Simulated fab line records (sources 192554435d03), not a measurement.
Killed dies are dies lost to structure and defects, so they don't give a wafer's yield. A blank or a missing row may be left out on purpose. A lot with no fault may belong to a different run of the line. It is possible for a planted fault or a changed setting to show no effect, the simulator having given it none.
2 desks, one fault	flow n5-finfet	what lay behind the numbers comes last; until then each desk has only its own

## TOOL OWNER'S DESK, rie-si-04
The tool's own readings at N5_DUMMY_GATE_TRIM_49 (chemistry O2, time 29 s, target cd 14 nm): means of the sampled wafers that have a number, for each lot that ran on this tool. The brackets show how far a lot's mean lies from the usual mean; more than 4 standard deviations puts the lot out of limits, marked OUT.
Columns: A = drypump-motor-current-A at N5_DUMMY_GATE_TRIM_49, usual 5.9 A; B = oes-product-au at N5_DUMMY_GATE_TRIM_49, usual 0.993 a.u.; C = throttle-valve-pct at N5_DUMMY_GATE_TRIM_49, usual 8.12 %
lot	first seen here	A	B	C
L255	day 4 10:40	6.1	0.987	8.11
L257	day 5 00:42	5.9	0.734 (-12) OUT	7.93
L259	day 5 14:05	6.1	0.746 (-12) OUT	7.99
L269	day 8 00:35	6.0	0.981	8.16
L270	day 8 08:41	6.1	0.991	7.99
L272	day 8 16:54	6.1	0.984	8.13
Finding of this desk: L257, L259 out of limits; the first was L257 at day 5 00:42, on oes-product-au at N5_DUMMY_GATE_TRIM_49. In limits: L255, L269, L270, L272.

## AT THE METROLOGY DESK
What the gauges read for every lot (on any tool): the sampled wafers with a number, averaged. The brackets show how far a lot's mean lies from the usual mean; more than 4 standard deviations puts the lot out of limits, marked OUT. Readings shown: 7 out of 12 (the first out of limits, and those lying furthest out on some lot).
Columns: A = cd-nm at N5_DUMMY_GATE_CD_MEAS_50, usual 14.0 nm; B = cd-nm at N5_DUMMY_GATE_CD_MEAS_24, usual 15.0 nm; C = DIBL_N at N5_BEOL_M4_RC_MEAS_101, usual 36.0 mV/V; D = DIBL_P at N5_BEOL_M4_RC_MEAS_101, usual 36.2 mV/V; E = IOFF_N at N5_BEOL_M4_RC_MEAS_101, usual 0.16 nA/um; F = IOFF_P at N5_BEOL_M4_RC_MEAS_101, usual 0.21 nA/um; G = ION_N at N5_BEOL_M4_RC_MEAS_101, usual 679 uA/um
lot	first seen here	A	B	C	D	E	F	G
L250	day 3 04:40	14.3	15.4	34.0	33.4	0.14	0.19	674
L255	day 4 11:02	13.8	14.9	36.6	37.2	0.17	0.23	682
L257	day 5 00:51	17.4 (+9.1) OUT	18.3 (+7.3) OUT	-	-	-	-	-
L259	day 5 14:14	17.6 (+9.8) OUT	18.3 (+7.4) OUT	-	-	-	-	-
L264	day 6 16:25	14.2	15.2	34.9	35.2	0.17	0.20	693
L269	day 8 00:46	13.8	14.8	37.2	38.5	0.18	0.23	687
L270	day 8 08:50	13.8	14.6	38.1	37.1	0.19	0.22	697
L271	day 8 15:46	13.4	14.2	38.6	40.8	0.22	0.27	686
L272	day 8 17:04	13.9	14.8	37.4	38.2	0.18	0.24	686
Finding of this desk: L257, L259 out of limits; the first was L257 at day 5 00:51, on cd-nm at N5_DUMMY_GATE_CD_MEAS_50. In limits: L250, L255, L264, L269, L270, L271, L272.

## ALL TOGETHER
The tool owner's desk could have raised an alarm at day 5 00:42, on L257, L259.
At day 5 00:51 the metrology desk could have sounded an alarm, on L257, L259.
All the named lots went through N5_DUMMY_GATE_TRIM_49 on rie-si-04.

## WHAT THE SIMULATOR PUT IN
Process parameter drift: rie-si-04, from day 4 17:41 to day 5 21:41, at N5_DUMMY_GATE_TRIM_49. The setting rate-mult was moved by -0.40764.
Lots struck among those shown: L257, L259.
Time in hours from fault onset to the first out-of-limits reading at each desk: tool owner's desk 7, metrology desk 7.
